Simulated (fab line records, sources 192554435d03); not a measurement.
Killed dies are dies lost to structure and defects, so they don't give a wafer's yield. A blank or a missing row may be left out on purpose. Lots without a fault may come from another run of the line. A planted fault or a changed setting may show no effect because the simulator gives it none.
fab line records | flow n5_finfet
record lots=5 wafers=15 last_day=19
route steps=1938 shown WELL_APT@36 PMOS_HMC_CHANNEL_EPI@57 BEOL_M4@1111 PASSIVATION@1936
lots that met no fault: from a run of the same line without faults
start_h: hours from the record's first day to the start of the lot's first wafer shown | wait_h: hours since the lot's step before | " the same as in the row above | L1.1+2: a row that stands for several wafers | - no value, or no start given | * or withheld: withheld | < > ~ a bound
route shown NAME@n: a module of which the file shows steps, and the number in the route of the first | usual: mean/standard deviation of fault-free wafers | same: alike in all rows | chamber/n: place in a boat | sites: the reading at each site | _std_site: their standard deviation | _edge_site: outer sites' mean less inner sites' | radius_mm: how far each site lies from the wafer's centre | mask NAME#n: copy n | behind: the tool/chamber that last shaped the wafer | hold: why the lot was held/for how many hours/how that ended | device: the transistor (n, p or np) that didn't switch | end of line: the same wafers' tests at the end of the route | a step without rows: its recipe alone | killed: dies lost to structure and defects at the first sort, not the wafer's yield | map: a wafer's dies, x killed, . not, _ none there
set.NAME: the setting as run; set.NAME@STEP: as run at that earlier step | model.NAME: the simulator's own value behind a step, which no gauge read
lots at some steps of the route; a table a step, a row a wafer
services: from which hour (start_h, from the record's first day; less than 0 if before it) a tool's chamber was out of use, for how many hours, and why
## steps
# step N5_WELL_APT_COAT_19
# recipe spin_rpm=1357 resist_thk_nm=950
# step N5_WELL_APT_EBR_21
# recipe solvent=PGMEA ebr_width_mm=1.5
# step N5_WELL_APT_SOFTBAKE_20
# recipe temp_c=130 time_s=60
# step N5_WELL_APT_EXPOSE_22
# recipe mask_id=PWELL na=0.8 source_shape=conventional sigma_outer=0.8 polarization=unpolarized defocus_nm=0 target_cd_nm=200 dose_mj=23.2
# step N5_WELL_APT_PEB_23
# recipe peb_temp_c=130 peb_time_s=90
# step N5_WELL_APT_DEVELOP_24
# recipe develop_time_s=45 rinse_liquid=surfactant_rinse dry=air_spin dev_temp_c=21
# step N5_WELL_APT_HARDBAKE_29
# recipe temp_c=130 time_s=120
# step N5_WELL_APT_DESCUM_30
# recipe chemistry=O2 time_s=7.9 source_power_w=50 bias_power_w=20 pressure_mtorr=20 rf_frequency_hz=2.712e+07 temp_c=40 o2_flow_sccm=225
# step N5_WELL_APT_IMPLANT_31
# recipe species=B energy_kev=60 dose_cm2=1.5e+13 tilt_deg=0 rotation_deg=0
# step N5_WELL_APT_IMPLANT_32
# recipe species=BF2 energy_kev=50 dose_cm2=2e+13 tilt_deg=0 rotation_deg=0
# usual dose_ions_cm2=2.0006e+13/2.3e+10 faraday_current_uA=254/5.3
# columns lot.wafer tool chamber start_h wait_h dose_ions_cm2 faraday_current_uA
L578.1 implanter-01 0 62.12 0.1 1.9978e+13 253
L578.2 " 0 " " 1.9982e+13 261
L578.3 " 0 " " 2.0001e+13 253
L579.1 implanter-01 0 63.60 0.1 7.341e+12 93
L579.4 " 0 " " 7.32e+12 92
L579.5 " 0 " " 7.339e+12 94
L581.2 implanter-01 0 75.63 0.1 7.306e+12 93
L581.4 " 0 " " 7.313e+12 94
L581.6 " 0 " " 7.308e+12 90
L583.1 implanter-01 0 87.33 0.1 7.336e+12 91
L583.2 " 0 " " 7.336e+12 92
L583.6 " 0 " " 7.336e+12 89
L592.1 implanter-02 0 141.47 0.1 1.9979e+13 258
L592.3 " 0 " " 2.0001e+13 258
L592.4 " 0 " " 2.0011e+13 258
# step N5_WELL_APT_STRIP_33
# recipe chemistry=SPM time_s=900 temp_c=130 h2so4_h2o2_vol_ratio=4 dry=ipa_marangoni
# step N5_WELL_APT_RTA_34
# recipe temp_c=1000 time_s=10 ambient=N2 idle_temp_c=600 ramp_up_c_per_s=150 ramp_down_c_per_s=60 cool_to_c=600
# step N5_WELL_APT_OXIDE_STRIP_42
# recipe chemistry=dHF dilution=25:1 time_s=45 temp_c=25 target=SiO2 target_depth_a=120
# step N5_WELL_APT_PRECLEAN_36
# recipe chemistry=O3/DIW time_s=45 temp_c=22 o3_ppm=10
# step N5_WELL_APT_PRECLEAN_39
# recipe chemistry=dHF time_s=60 dilution=150:1 temp_c=25
# step N5_WELL_APT_SRD_37
# recipe dry=ipa_marangoni do_ppb=5 time_s=30 temp_c=23 rinse_liquid=diw
# step N5_WELL_APT_EPI_41
# recipe material=Si target_thk_a=500 temp_c=650 precursor=SiH4/H2 pressure_torr=20 time_s=297.7
# step N5_PMOS_HMC_CHANNEL_EPI_HM_DEP_34
# recipe material=SiO2 target_thk_a=360 temp_c=400 precursor=TEOS/O2 pressure_torr=6.5 rf_w=900 teos_flow_sccm=161.4 gas=O2 flow_sccm=2650 time_s=6.9
# step N5_PMOS_HMC_CHANNEL_EPI_COAT_31
# recipe resist=BARC temp_c=205 time_s=60 spin_rpm=1500 resist_thk_nm=66
# step N5_PMOS_HMC_CHANNEL_EPI_COAT_03
# recipe resist=CAR-ArF-block spin_rpm=1500 resist_thk_nm=205
# step N5_PMOS_HMC_CHANNEL_EPI_EBR_05
# recipe solvent=PGMEA ebr_width_mm=1.5
# step N5_PMOS_HMC_CHANNEL_EPI_SOFTBAKE_04
# recipe temp_c=110 time_s=60 resist=CAR-ArF-block
# step N5_PMOS_HMC_CHANNEL_EPI_EXPOSE_06
# recipe mask_id=PMOS_HMC_BLK na=1.35 source_shape=conventional sigma_outer=0.8 polarization=unpolarized target_cd_nm=240 dose_mj=41
# step N5_PMOS_HMC_CHANNEL_EPI_PEB_07
# recipe peb_temp_c=110 peb_time_s=60 resist=CAR-ArF-block
# step N5_PMOS_HMC_CHANNEL_EPI_DEVELOP_08
# recipe develop_time_s=30 developer=TMAH resist=CAR-ArF-block dev_temp_c=23 rinse_liquid=diw dry=air_spin
# step N5_PMOS_HMC_CHANNEL_EPI_DESCUM_14
# recipe chemistry=O2 time_s=7.9 source_power_w=50 bias_power_w=20 pressure_mtorr=20 rf_frequency_hz=2.712e+07 temp_c=40 resist=CAR-ArF-block o2_flow_sccm=225
# step N5_PMOS_HMC_CHANNEL_EPI_ETCH_32
# recipe chemistry=N2/H2 target=BARC stop_on=SiO2 target_depth_a=858 over_etch_frac=0.3 time_s=50.3 ion_energy_ev=200 mask_material=CAR-ArF-block pressure_mtorr=30 source_w=840 bias_w=150 n2_flow_sccm=200 h2_flow_sccm=200
# step N5_PMOS_HMC_CHANNEL_EPI_HM_OPEN_15
# recipe chemistry=CHF3/O2 target=SiO2 mask_material=CAR-ArF-block target_depth_a=406 CHF3_flow_sccm=50 O2_flow_sccm=5 Ar_flow_sccm=200 time_s=20.3 pressure_mtorr=30 source_w=650 bias_w=170 ion_energy_ev=200
# step N5_PMOS_HMC_CHANNEL_EPI_STRIP_33
# recipe chemistry=N2/H2 power_w=500 temp_c=40 pressure_mtorr=50 rf_frequency_hz=6e+07 overash_fraction=0.3 bias_power_w=8 h2_frac=0.5 n2_flow_sccm=300 h2_flow_sccm=300
# step N5_PMOS_HMC_CHANNEL_EPI_STRIP_17
# recipe chemistry=SPM time_s=750 temp_c=130 h2so4_h2o2_vol_ratio=4 dry=ipa_marangoni
# step N5_PMOS_HMC_CHANNEL_EPI_ETCH_38
# recipe chemistry=CF4 target=SiO2 target_depth_a=15 ion_energy_ev=350 pressure_mtorr=10 icp_w=800 bias_w=400 cf4_flow_sccm=80
# step N5_PMOS_HMC_CHANNEL_EPI_FIN_RECESS_16
# recipe chemistry=HBr/Cl2 target=Si mask_material=SiO2 target_depth_a=540 time_s=18 pressure_mtorr=10 icp_w=800 bias_w=75 HBr_flow_sccm=150 Cl2_flow_sccm=80
# step N5_PMOS_HMC_CHANNEL_EPI_PRECLEAN_36
# recipe chemistry=O3/DIW time_s=45 temp_c=22 o3_ppm=10
# step N5_PMOS_HMC_CHANNEL_EPI_PRECLEAN_18
# recipe chemistry=DHF time_s=30 temp_c=25 dilution=withheld
# step N5_PMOS_HMC_CHANNEL_EPI_SRD_19
# recipe dry=ipa_marangoni do_ppb=5 time_s=30 temp_c=23 rinse_liquid=diw
# step N5_BEOL_M4_RC_MEAS_101
# usual CJ_N=4.34/0.07 DIBL_N=36.6/1.1 DIBL_P=36.7/1.5 IOFF_N=0.155/0.019 IOFF_P=0.208/0.025 ION_N=673/8.5 ION_P=462/5.9 RS_PWELL=3011/20 SS_N=71.6/0.58 SS_P=73.5/0.51 VT_N=250.7/2.4 VT_P=-251/3
# columns lot.wafer tool chamber start_h wait_h CJ_N DIBL_N[mV/V] DIBL_P[mV/V] IOFF_N[nA/um] IOFF_P[nA/um] ION_N[uA/um] ION_P[uA/um] RS_PWELL[ohm/sq] SS_N[mV/dec] SS_P[mV/dec] VT_N[mV] VT_P[mV]
L578.1 prober-01 0 275.66 0.0 4.43 36.8 36.9 0.141 0.229 663 464 2996 71.0 73.7 252.6 -245
L578.2 " 0 " " 4.44 34.7 35.1 0.124 0.206 663 469 2995 70.9 73.2 253.3 -248
L578.3 " 0 " " 4.37 35.8 36.9 0.146 0.235 670 466 2966 71.0 74.0 251.1 -244
L581.2 prober-01 0 284.57 0.2 2.54 39.9 35.8 0.195 0.190 661 455 3140 74.4 73.4 251.5 -252
L581.4 " 0 " " 2.49 39.1 35.4 0.176 0.184 652 448 3120 73.1 73.1 252.7 -251
L581.6 " 0 " " 2.54 39.2 36.0 0.191 0.199 672 460 3128 72.9 72.9 251.4 -251
L579.1 prober-02 0 289.78 0.0 2.61 40.0 35.0 0.217 0.196 674 462 3117 74.7 72.9 249.7 -250
L579.4 " 0 " " 2.56 38.9 36.0 0.175 0.211 670 459 3106 72.4 73.2 248.6 -249
L579.5 " 0 " " 2.62 39.4 36.2 0.190 0.217 682 469 3144 72.7 73.7 247.6 -249
L583.1 prober-01 0 313.24 0.0 2.58 39.1 36.0 0.196 0.198 675 464 3124 73.7 73.2 251.7 -254
L583.2 " 0 " " 2.58 40.1 37.6 0.224 0.222 674 458 3132 73.7 73.8 249.8 -251
L583.6 " 0 " " 2.57 38.2 36.6 0.179 0.204 679 469 3145 73.3 74.2 252.1 -253
L592.1 prober-01 0 362.52 0.0 4.25 38.1 38.4 0.175 0.242 679 469 3003 72.2 73.8 251.6 -250
L592.3 " 0 " " 4.31 38.3 38.0 0.182 0.255 688 470 3020 71.6 74.1 247.4 -248
L592.4 " 0 " " 4.35 37.1 37.0 0.161 0.223 684 471 3018 72.1 73.3 249.7 -250
# step N5_PASSIVATION_PROBE_49
# usual defect_limited_yield=91.2/1.4 killed_at_M0_to_M3=36/11 killed_at_M4_up=14/5.6 killed_at_contacts=12/5.9 killed_at_front_end=38/13 killed_at_other=3.5/2.7 killed_dies=104/17 killed_open=68/12 killed_short=34/8.2 sort_bin_5_function=5.1/0.95 sort_bin_6_memory=3.3/0.7 sort_n_pass=1076/17 sort_yield_pct=91.2/1.4
# same gross_dies=1180 killed_at_back_side=0 sort_bin_4_leakage[%]=0 sort_bin_8_speed[%]=0
# columns lot.wafer tool chamber start_h wait_h defect_limited_yield[%] killed_at_M0_to_M3 killed_at_M4_up killed_at_contacts killed_at_front_end killed_at_other killed_dies killed_open killed_short sort_bin_5_function[%] sort_bin_6_memory[%] sort_n_pass sort_yield_pct[%]
L581.2 prober-01 - 401.34 0.1 88.6 69 13 10 40 2 134 81 46 6.0 4.5 1046 88.6
L581.4 prober-01 - 401.44 0.2 91.4 25 26 14 33 4 102 69 31 5.6 2.8 1078 91.4
L581.6 prober-01 - 401.54 0.3 91.4 48 10 9 31 4 102 68 28 5.6 2.8 1078 91.4
L579.1 prober-02 - 403.36 0.0 88.6 69 14 12 34 6 135 90 43 6.9 4.2 1045 88.6
L579.4 prober-02 - 403.51 0.2 93.4 34 12 7 21 4 78 53 25 4.0 2.5 1102 93.4
L579.5 prober-02 - 403.56 0.2 90.2 35 18 16 41 6 116 80 34 6.2 3.2 1064 90.2
L583.1 prober-01 - 431.95 0.0 91.6 28 15 13 37 6 99 65 31 5.1 2.9 1081 91.6
L583.2 prober-01 - 432.00 0.1 91.6 30 10 18 39 2 99 75 23 4.8 3.2 1081 91.6
L583.6 prober-01 - 432.20 0.3 92.0 37 17 8 29 3 94 63 28 4.2 3.6 1086 92.0
# killed by level:class
L581.2 BEOL_M0_SAQP:geometric_particle:open=19 BEOL_M0_SAQP:geometric_particle:short=12 BEOL_M3:geometric_particle:short=12 BEOL_M2:geometric_particle:open=10 BEOL_M3:geometric_particle:open=10 STI_FIN_REVEAL:geometric_particle:open=8 MOL_CONTACT_COAG:geometric_particle:open=8 FIN_SAQP:geometric_particle:open=7
L581.4 FIN_SAQP:geometric_particle:short=12 MOL_CONTACT_COAG:geometric_particle:open=11 FIN_SAQP:geometric_particle:open=8 BEOL_M4:geometric_particle:open=8 BEOL_M1:geometric_particle:open=6 BEOL_M3:geometric_particle:open=6 BEOL_M2:geometric_particle:open=5 MOL_CONTACT_COAG:geometric_particle:short=3
L581.6 BEOL_M3:geometric_particle:open=19 BEOL_M1:geometric_particle:open=9 FIN_SAQP:geometric_particle:open=6 MOL_CONTACT_COAG:geometric_particle:open=6 DUMMY_GATE:geometric_particle:open=5 BEOL_M0_SAQP:geometric_particle:short=5 BEOL_M0_SAQP:geometric_particle:open=5 BEOL_M2:geometric_particle:open=5
L579.1 BEOL_M0_SAQP:geometric_particle:open=21 BEOL_M0_SAQP:geometric_particle:short=20 MOL_CONTACT_COAG:geometric_particle:open=10 FIN_SAQP:geometric_particle:open=8 BEOL_M2:geometric_particle:open=7 BEOL_M3:geometric_particle:open=7 BEOL_M4:geometric_particle:open=7 FIN_SAQP:geometric_particle:short=6
L579.4 BEOL_M0_SAQP:geometric_particle:open=8 BEOL_M0_SAQP:geometric_particle:short=7 BEOL_M1:geometric_particle:open=7 MOL_CONTACT_COAG:geometric_particle:open=6 BEOL_M4:geometric_particle:open=6 STI_FIN_REVEAL:geometric_particle:open=5 FIN_SAQP:geometric_particle:open=3 GATE_CUT:geometric_particle:short=3
L579.5 MOL_CONTACT_COAG:geometric_particle:open=13 BEOL_M0_SAQP:geometric_particle:open=9 BEOL_M3:geometric_particle:open=8 BEOL_M4:geometric_particle:open=8 FIN_SAQP:geometric_particle:open=7 STI_FIN_REVEAL:geometric_particle:open=6 BEOL_M0_SAQP:geometric_particle:short=6 STARTING-WAFER:geometric_particle:short=5
L583.1 MOL_CONTACT_COAG:geometric_particle:open=11 BEOL_M0_SAQP:geometric_particle:open=10 STI_FIN_REVEAL:geometric_particle:open=7 FIN_SAQP:geometric_particle:short=4 BEOL_M3:geometric_particle:open=4 STI_FIN_REVEAL:geometric_particle:short=4 DUMMY_GATE:geometric_particle:open=4 GATE_CUT:geometric_particle:short=4
L583.2 STI_FIN_REVEAL:geometric_particle:open=14 MOL_CONTACT_COAG:geometric_particle:open=14 BEOL_M3:geometric_particle:open=9 FIN_SAQP:geometric_particle:open=6 BEOL_M4:geometric_particle:open=6 BEOL_M0_SAQP:geometric_particle:open=5 BEOL_M2:geometric_particle:open=5 STARTING-WAFER:geometric_particle:short=5
L583.6 BEOL_M0_SAQP:geometric_particle:short=14 BEOL_M0_SAQP:geometric_particle:open=10 STI_FIN_REVEAL:geometric_particle:open=9 MOL_CONTACT_COAG:geometric_particle:open=8 FIN_SAQP:geometric_particle:open=6 BEOL_M3:geometric_particle:open=5 BEOL_M4:geometric_particle:open=5 STARTING-WAFER:geometric_particle:open=5
## services
# columns tool chamber start_h hours kind
implanter-02 - 48.71 14.8 repair
implanter-01 - 65.62 3.9 repair
## key
first_sign step=N5_WELL_APT_IMPLANT_32 reading=dose_ions_cm2 direction=down sigmas=99+ usual=2.0006e+13 struck=7.326e+12
effect step=N5_WELL_APT_IMPLANT_32 reading=faraday_current_uA direction=down sigmas=31 usual=254 struck=92
effect step=N5_BEOL_M4_RC_MEAS_101 reading=CJ_N direction=down sigmas=26 usual=4.34 struck=2.57
effect step=N5_BEOL_M4_RC_MEAS_101 reading=RS_PWELL direction=up sigmas=5.9 usual=3011 struck=3128
effect step=N5_BEOL_M4_RC_MEAS_101 reading=SS_N direction=up sigmas=3.2 usual=71.6 struck=73.4 wafers_moved=8
effect step=N5_BEOL_M4_RC_MEAS_101 reading=DIBL_N direction=up sigmas=2.6 usual=36.6 struck=39.3 wafers_moved=6
effect step=N5_BEOL_M4_RC_MEAS_101 reading=IOFF_N direction=up sigmas=2 usual=0.155 struck=0.194 wafers_moved=8
met_at N5_WELL_APT_IMPLANT_32
struck_wafers L579.1,L579.4,L579.5,L581.2,L581.4,L581.6,L583.1,L583.2,L583.6
onset_between 62.12 63.60
fault kind=process_parameter_drift tool=implanter-01 chamber=- onset_h=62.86 steps=N5_WELL_APT_IMPLANT_32 channel=dose_cm2 offset=-1.2684e+13 shape=step end_h=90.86 acts_in=these_recipes_only stated=2e+13
